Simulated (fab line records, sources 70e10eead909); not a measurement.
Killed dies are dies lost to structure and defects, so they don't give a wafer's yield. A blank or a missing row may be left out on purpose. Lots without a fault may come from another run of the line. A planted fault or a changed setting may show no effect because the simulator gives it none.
Which tool did it? | flow nand_harc | 24 lots, 72 wafers sampled, at 6 steps of a route of 1302

WHAT THE GAUGES READ, wafer by wafer
NHARC_A_SOURCE_PLATE_THK_MEAS_09: measures by ellipsometry.
lot  | measured     | on            | thk_nm (nm)
L074 | day 7 07:40  | film_metro-02 | 10.6 8.6 9.4
L075 | day 7 15:17  | film_metro-02 | 9.9 8.5 9.3
L076 | day 8 02:44  | film_metro-02 | 9.8 9.7 10.1
L077 | day 8 07:03  | film_metro-02 | 10.1 8.6 9.8
L078 | day 8 23:19  | film_metro-02 | 10.4 10.3 10.0
L079 | day 9 05:32  | film_metro-02 | 10.5 7.5 9.8
L080 | day 9 18:10  | film_metro-02 | 10.8 10.6 9.8
L081 | day 10 11:14 | film_metro-01 | 12.0 11.4 8.8
L082 | day 10 11:15 | film_metro-02 | 10.6 9.5 10.3
L083 | day 11 02:31 | film_metro-01 | 11.0 10.2 8.9
L084 | day 11 09:58 | film_metro-01 | 9.8 12.2 10.2
L085 | day 11 18:21 | film_metro-02 | 9.6 11.2 8.8
L086 | day 12 13:17 | film_metro-02 | 9.8 10.3 10.2
L087 | day 12 16:59 | film_metro-02 | 9.5 10.4 9.4
L088 | day 13 03:59 | film_metro-01 | 10.3 10.2 11.9
L089 | day 13 13:22 | film_metro-02 | 10.0 6.6 8.8
L090 | day 14 01:56 | film_metro-02 | 9.7 10.4 7.5
L091 | day 14 01:56 | film_metro-01 | 9.3 9.9 7.2
L092 | day 14 13:32 | film_metro-01 | 8.9 9.2 10.8
L094 | day 15 06:50 | film_metro-01 | 9.8 10.5 9.0
L093 | day 15 06:50 | film_metro-02 | 9.6 10.2 9.0
L095 | day 15 18:59 | film_metro-02 | 9.8 10.4 10.2
L097 | day 17 01:31 | film_metro-01 | 8.9 10.6 10.8
L096 | day 17 01:31 | film_metro-01 | 8.3 8.8 9.8

NHARC_A_ONON_D1_THK_MEAS_27: measures by ellipsometry.
lot  | measured     | on            | thk_nm (nm)
L074 | day 8 08:46  | film_metro-02 | 1009 1007 1008
L075 | day 8 16:05  | film_metro-01 | 1010 1011 1010
L076 | day 9 04:43  | film_metro-02 | 1011 1012 1011
L077 | day 9 04:43  | film_metro-01 | 1007 1004 1007
L078 | day 10 00:21 | film_metro-02 | 989 991 989
L079 | day 10 07:31 | film_metro-02 | 1012 1014 1012
L080 | day 10 23:16 | film_metro-02 | 1001 999 1001
L081 | day 11 13:57 | film_metro-02 | 998 999 998
L082 | day 11 13:55 | film_metro-02 | 981 978 977
L083 | day 12 04:16 | film_metro-01 | 994 993 995
L084 | day 12 10:56 | film_metro-01 | 996 996 998
L085 | day 12 20:47 | film_metro-02 | 1002 1001 1003
L086 | day 13 16:08 | film_metro-01 | 1002 1005 1002
L087 | day 13 16:08 | film_metro-02 | 1002 1001 1003
L088 | day 14 04:49 | film_metro-02 | 1005 1006 1006
L089 | day 14 18:44 | film_metro-02 | 1006 1007 1006
L090 | day 15 05:17 | film_metro-01 | 1001 1000 1000
L091 | day 15 05:18 | film_metro-02 | 989 988 991
L092 | day 15 14:50 | film_metro-02 | 987 986 986
L094 | day 16 08:13 | film_metro-01 | 1008 1006 1007
L093 | day 16 08:13 | film_metro-02 | 1005 1004 1002
L095 | day 16 22:52 | film_metro-01 | 993 993 994
L097 | day 18 03:35 | film_metro-02 | 1003 1003 1002
L096 | day 18 03:26 | film_metro-01 | 997 997 996

NHARC_A_ONON_D1_THK_MEAS_30: measures by ellipsometry.
lot  | measured     | on            | thk_nm (nm)
L074 | day 8 09:20  | film_metro-02 | 1023 1022 1025
L075 | day 8 16:40  | film_metro-02 | 1003 1006 1007
L076 | day 9 05:17  | film_metro-01 | 984 983 984
L077 | day 9 05:16  | film_metro-02 | 1013 1016 1016
L078 | day 10 00:55 | film_metro-02 | 1002 1003 1003
L079 | day 10 08:05 | film_metro-02 | 987 990 988
L080 | day 10 23:50 | film_metro-01 | 997 998 1000
L081 | day 11 14:31 | film_metro-02 | 1007 1008 1008
L082 | day 11 14:29 | film_metro-01 | 975 976 975
L083 | day 12 04:50 | film_metro-02 | 997 997 996
L084 | day 12 11:30 | film_metro-01 | 1000 1000 1000
L085 | day 12 21:21 | film_metro-01 | 980 977 980
L086 | day 13 16:41 | film_metro-02 | 1007 1008 1007
L087 | day 13 16:43 | film_metro-01 | 990 992 989
L088 | day 14 05:23 | film_metro-01 | 999 999 999
L089 | day 14 19:19 | film_metro-01 | 989 988 988
L090 | day 15 05:51 | film_metro-01 | 991 991 991
L091 | day 15 05:52 | film_metro-02 | 995 996 998
L092 | day 15 15:24 | film_metro-01 | 1001 1003 1002
L094 | day 16 09:01 | film_metro-01 | 1002 1002 1003
L093 | day 16 08:47 | film_metro-01 | 995 995 997
L095 | day 16 23:25 | film_metro-01 | 997 996 995
L097 | day 18 04:08 | film_metro-01 | 985 990 986
L096 | day 18 04:00 | film_metro-02 | 1011 1010 1010

NHARC_A_CHANNEL_HOLE_D1_CD_MEAS_18.
lot  | measured     | on        | cd_nm (nm)
L074 | day 8 14:10  | cd_sem-03 | 96.7 96.8 94.2
L075 | day 8 22:17  | cd_sem-01 | 98.1 95.7 97.4
L076 | day 9 12:17  | cd_sem-01 | 100.2 98.0 97.5
L077 | day 9 12:06  | cd_sem-03 | 97.1 97.1 97.8
L078 | day 10 05:31 | cd_sem-01 | 100.5 100.8 99.5
L079 | day 10 14:20 | cd_sem-01 | 94.4 96.9 98.8
L080 | day 11 04:57 | cd_sem-02 | 97.9 99.0 99.7
L081 | day 11 21:43 | cd_sem-03 | 97.9 97.0 96.4
L082 | day 11 20:00 | cd_sem-02 | 101.0 98.7 100.9
L083 | day 12 09:22 | cd_sem-03 | 98.9 97.9 98.3
L084 | day 12 15:56 | cd_sem-02 | 98.5 100.7 98.9
L085 | day 13 05:40 | cd_sem-01 | 95.4 97.4 96.6
L086 | day 14 01:44 | cd_sem-03 | 97.3 103.7 99.6
L087 | day 13 23:35 | cd_sem-03 | 98.1 96.3 99.3
L088 | day 14 10:04 | cd_sem-03 | 100.8 100.2 101.4
L089 | day 15 01:47 | cd_sem-01 | 101.0 103.6 102.1
L090 | day 15 10:25 | cd_sem-03 | 96.7 99.7 99.9
L091 | day 15 10:40 | cd_sem-03 | 99.3 96.6 100.2
L092 | day 15 20:02 | cd_sem-01 | 101.8 103.0 100.0
L094 | day 16 14:25 | cd_sem-03 | 100.8 97.6 98.8
L093 | day 16 13:14 | cd_sem-01 | 99.6 98.7 97.5
L095 | day 17 04:39 | cd_sem-02 | 99.8 98.7 97.5
L097 | day 18 09:38 | cd_sem-01 | 98.6 98.6 99.0
L096 | day 18 08:36 | cd_sem-01 | 97.7 102.1 102.5

WHICH TOOL RAN EACH LOT (tool, then ch and the chambers of the sampled wafers, then the start)
lot  | NHARC_P_BONDPAD_CMP_19        | NHARC_A_ZERO_WELL_ETCH_13
L074 | cmp-04 ch 0,1,3, day 6 20:48  | rie_si-01 ch 1,3, day 6 23:19
L075 | cmp-04 ch 0,2,3, day 7 04:35  | rie_si-01 ch 0,1,2, day 7 06:49
L076 | cmp-04 ch 1,2, day 7 16:04    | rie_si-06 ch 0,2, day 7 18:18
L077 | cmp-01 ch 1,2, day 7 20:28    | rie_si-01 ch 0,1,3, day 7 22:42
L078 | cmp-01 ch 0,1, day 8 11:37    | rie_si-01 ch 0,2,3, day 8 13:53
L079 | cmp-03 ch 0,1,2, day 8 19:31  | rie_si-04 ch 0,1, day 8 21:38
L080 | cmp-04 ch 0,2, day 9 07:40    | rie_si-04 ch 2,3, day 9 09:52
L081 | cmp-04 ch 2,3, day 9 21:05    | rie_si-04 ch 0,1, day 9 23:16
L082 | cmp-03 ch 0,1,3, day 9 21:50  | rie_si-01 ch 1,2,3, day 10 00:07
L083 | cmp-03 ch 0,3, day 10 16:28   | rie_si-01 ch 0,1,2, day 10 18:36
L084 | cmp-04 ch 1,2,3, day 10 23:46 | rie_si-06 ch 0,2,3, day 11 01:59
L085 | cmp-01 ch 0,2,3, day 11 07:53 | rie_si-04 ch 0,1, day 11 10:04
L086 | cmp-03 ch 1,2, day 12 02:48   | rie_si-04 ch 0,1, day 12 04:52
L087 | cmp-01 ch 1,2, day 12 06:52   | rie_si-01 ch 0,2,3, day 12 09:04
L088 | cmp-03 ch 1,2,3, day 12 16:44 | rie_si-06 ch 0,1,2, day 12 18:49
L089 | cmp-01 ch 0,2,3, day 13 02:40 | rie_si-06 ch 0,1,2, day 13 04:55
L090 | cmp-04 ch 1,2, day 13 14:37   | rie_si-01 ch 0,3, day 13 16:47
L091 | cmp-04 ch 0,2,3, day 13 15:49 | rie_si-06 ch 0,1,2, day 13 17:53
L092 | cmp-01 ch 2,3, day 14 03:35   | rie_si-06 ch 0,3, day 14 05:40
L094 | cmp-03 ch 0,1,2, day 14 19:07 | rie_si-06 ch 0,2,3, day 14 21:12
L093 | cmp-03 ch 0,1,3, day 14 20:38 | rie_si-01 ch 0,2,3, day 14 22:50
L095 | cmp-01 ch 0,1,3, day 15 08:23 | rie_si-01 ch 1,2,3, day 15 10:35
L097 | cmp-03 ch 2,3, day 16 14:42   | rie_si-06 ch 0,1,3, day 16 16:54
L096 | cmp-04 ch 1,3, day 16 15:20   | rie_si-04 ch 1,2,3, day 16 17:32
- NHARC_P_BONDPAD_CMP_19: polishes, t overpolish 30 s, cu recess touch 16 s, target thk 160.81 nm.
- NHARC_A_ZERO_WELL_ETCH_13: etches the open film in HBr/Cl2, target depth 120 nm, time 40.1 s.

WHAT THE TOOLS THEMSELVES READ (means of the sampled wafers that have a number; where no wafer has one, the mark that the record gives instead)
NHARC_P_BONDPAD_CMP_19.
lot  | tool   | motor_current_A (A) | overpolish_run_s (s)
L074 | cmp-04 | 11.5                | 29.999
L075 | cmp-04 | 11.8                | 30.002
L076 | cmp-04 | 12.9                | 29.995
L077 | cmp-01 | 13.0                | 29.998
L078 | cmp-01 | 13.6                | 30.000
L079 | cmp-03 | 12.1                | 30.005
L080 | cmp-04 | 12.9                | 29.997
L081 | cmp-04 | 11.5                | 30.009
L082 | cmp-03 | 12.8                | 29.990
L083 | cmp-03 | 12.1                | 29.999
L084 | cmp-04 | 11.9                | 30.000
L085 | cmp-01 | 12.6                | 29.994
L086 | cmp-03 | 11.6                | 29.999
L087 | cmp-01 | 12.9                | 30.003
L088 | cmp-03 | 12.3                | 30.001
L089 | cmp-01 | 12.6                | 29.996
L090 | cmp-04 | 13.0                | 30.000
L091 | cmp-04 | 12.0                | 30.000
L092 | cmp-01 | 11.6                | 29.997
L094 | cmp-03 | 12.2                | 29.995
L093 | cmp-03 | 12.3                | 30.004
L095 | cmp-01 | 12.3                | 30.005
L097 | cmp-03 | 11.1                | 30.001
L096 | cmp-04 | 10.8                | 30.004

NHARC_A_ZERO_WELL_ETCH_13.
lot  | tool      | drypump_motor_current_A (A) | oes_product_au (a.u.) | throttle_valve_pct (%)
L074 | rie_si-01 | 5.46                        | 0.994                 | 26.402
L075 | rie_si-01 | 5.77                        | 1.005                 | 26.406
L076 | rie_si-06 | 5.76                        | 1.005                 | 26.398
L077 | rie_si-01 | 5.64                        | 1.003                 | 26.403
L078 | rie_si-01 | 5.54                        | 0.991                 | 26.399
L079 | rie_si-04 | 5.72                        | 1.001                 | 26.415
L080 | rie_si-04 | 5.55                        | 1.006                 | 26.395
L081 | rie_si-04 | 5.90                        | 1.007                 | 26.400
L082 | rie_si-01 | 5.58                        | 0.997                 | 26.400
L083 | rie_si-01 | 5.76                        | 1.001                 | 26.403
L084 | rie_si-06 | 5.73                        | 0.990                 | 26.412
L085 | rie_si-04 | 5.70                        | 0.997                 | 26.412
L086 | rie_si-04 | 5.69                        | 1.004                 | 26.408
L087 | rie_si-01 | 5.52                        | 0.995                 | 26.406
L088 | rie_si-06 | 5.67                        | 1.006                 | 26.405
L089 | rie_si-06 | 5.68                        | 1.003                 | 26.409
L090 | rie_si-01 | 5.40                        | 0.998                 | 26.400
L091 | rie_si-06 | 5.65                        | 0.996                 | 26.402
L092 | rie_si-06 | 5.71                        | 1.002                 | 26.413
L094 | rie_si-06 | 5.74                        | 1.000                 | 26.406
L093 | rie_si-01 | 5.53                        | 1.000                 | 26.403
L095 | rie_si-01 | 5.57                        | 1.003                 | 26.407
L097 | rie_si-06 | 5.65                        | 1.004                 | 26.417
L096 | rie_si-04 | 5.82                        | 1.006                 | 26.401

THE ANSWER, worked out from the rows above alone
Rule: what is usual is taken from the lots themselves. Put in order of their means at a reading, lots are off if they are a third of the lots or fewer, leave a main group of 4 or more, and stand apart from it by a gap of 3 or more times the standard deviation of the main group's means; of several such gaps the widest counts. A main group whose means are all the same, to the digits that the tables above print for the reading, isn't used. A lot without any number at a reading at which 4 lots or more have one is off too. The other lots that the step has rows for count as sound. The gauges are gone through in route order, then the tools' own readings, and for those a lot's mean is taken as printed above. The first step at which some lot is off is used, and at that step the reading that is off furthest; a lot without a number counts as furthest.
No lot is off at any reading shown: from this, nothing can be told.

WHAT THE SIMULATOR HAD PUT IN
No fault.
